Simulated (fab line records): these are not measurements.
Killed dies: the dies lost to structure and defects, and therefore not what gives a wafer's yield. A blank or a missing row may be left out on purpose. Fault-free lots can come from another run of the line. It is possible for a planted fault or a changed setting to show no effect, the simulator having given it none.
Matching of chambers	flow n5_finfet	4 sister chambers for N5_DUMMY_GATE_TRIM_49 on rie_si-04
The step chemistry O2, time 29 s, target cd 14 nm. 4 wafers are shown with their chamber, then 7 later ones without.

== EACH WAFER AND ITS CHAMBER ==
wafer	chamber	throttle_valve_pct (%)
L862.3	2	8.11
L865.4	0	8.49
L873.1	3	8.33
L873.3	1	8.20

== WAFERS WITHOUT THEIR CHAMBER ==
wafer	throttle_valve_pct (%)
L873.4	8.47
L880.2	8.09
L880.3	8.50
L880.5	8.36
L881.2	8.35
L881.4	8.21
L881.5	8.21

== WHICH CHAMBER EACH WENT THROUGH ==
wafer	from the rows above	in truth
L873.4	0	0
L880.2	2	2
L880.3	0	0
L880.5	3	3
L881.2	3	3
L881.4	1	1
L881.5	1	1
7 of 7 placed correctly. Can't be placed from these rows: 0. Number placed wrongly: 0.
How it was worked out, from the rows above alone: a wafer's distance from a chamber is the root of the sum, over the readings, of the square of ((its reading less the chamber's mean) divided by the reading's scatter). If the next closest chamber is less than 2 further off than the closest, the wafer can't be placed; otherwise it belongs to the closest. The mean given for a chamber averages the wafers shown for that chamber. The scatter (one wafer shown for each chamber): square how far every hidden wafer sits from the nearest shown wafer, average those squares and take the square root.
